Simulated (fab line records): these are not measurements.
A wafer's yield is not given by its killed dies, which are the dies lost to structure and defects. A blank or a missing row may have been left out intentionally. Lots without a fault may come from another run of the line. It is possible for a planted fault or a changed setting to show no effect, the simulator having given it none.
Problem report in the 8D (eight disciplines) form, filled by code :: flow n5-finfet :: the parts of the form that need people (team, actions taken, sign-off) are left out

## 1. WHAT WENT WRONG
Wafers without a fault read 830 W, standard deviation 4; rf-fwd-power-W at N5_DUMMY_GATE_ETCH_29 reads a mean of 1034 W on 6 wafers belonging to 2 lots. Measured from the usual mean, that is +51 standard deviations.
The step: etches underlayer in N2/H2, target depth 13 nm.
The first sign was on wafer L407.2 at day 6 23:00, on rie-diel-05. At this step, 27 wafers from 9 lots have a number in the record. The rule behind "out" and "out of limits": a value lying over 4 standard deviations away from the usual mean. All remaining wafers that have a number are taken as sound.

## 2. WHAT IT IS AND WHAT IT IS NOT
question: which readings at this step
is: rf-fwd-power-W, rf-vpp-V
is not: drypump-motor-current-A, showerhead-plenum-p-Torr, throttle-valve-pct

question: which lots
is: L407, L408
is not: L393, L394, L396, L398, L409, L411, L414

question: which wafers of those lots
is: all that have a number
is not: -

question: read on which tools
is: rie-diel-05
is not: rie-diel-03, rie-diel-06

question: when
is: from day 6 23:00
is not: up to then (12 sound wafers); but 9 sound wafers of L409, L411, L414 came after

## 3. WHAT RULES OUT EACH SUSPECT
Counting: a tool at any process step up to the reading remains a suspect when it ran all the lots that are out and ran no sound lot after the first of those.
- rie-diel-05 at N5_DUMMY_GATE_ETCH_29 (etches underlayer in N2/H2, target depth 13 nm): kept. It ran every lot that is out, first L407 (day 6 23:00), and no sound lot after that; its last sound lot up to then is L396 (day 4 10:40). Out on those wafers are its own readings of rf-fwd-power-W, rf-vpp-V.
After counting, what remains is rie-diel-05 at N5_DUMMY_GATE_ETCH_29.

## 4. THE CAUSE (what the simulator had put in)
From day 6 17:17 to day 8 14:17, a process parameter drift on rie-diel-05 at N5_DUMMY_GATE_ETCH_29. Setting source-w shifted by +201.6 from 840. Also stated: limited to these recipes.
This tool alone remained once counting was done.

## 5. THE CHAIN OF EFFECTS, in route order
Each row: a reading where the mean over the struck wafers with a number is more than 3 standard deviations away from the usual. Only readings for which the record gives a usual standard deviation are gone through. hours: the time from each lot's start at the first step in this table that gives one to its start at this step, as a median over the lots. sigmas: the change in usual standard deviations.
hours: 0
step: N5_DUMMY_GATE_ETCH_29
reading: rf-fwd-power-W
usual: 830 W
on struck wafers: 1034
change: +204
sigmas: +51

hours: 0
step: N5_DUMMY_GATE_ETCH_29
reading: rf-vpp-V
usual: 525.1 V
on struck wafers: 488.3
change: -36.8
sigmas: -20
Its process steps:
- N5_DUMMY_GATE_ETCH_29: etches underlayer in N2/H2, target depth 13 nm.
Later measuring or inspecting steps at which every struck wafer that the step has a row for has a number for every such reading, and none has moved that far: N5_BEOL_M4_RC_MEAS_101.

## 6. WHAT WOULD HAVE CAUGHT IT SOONER
In this record no reading fell out of limits until day 6 23:00, 6 hours after the fault had begun at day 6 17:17.
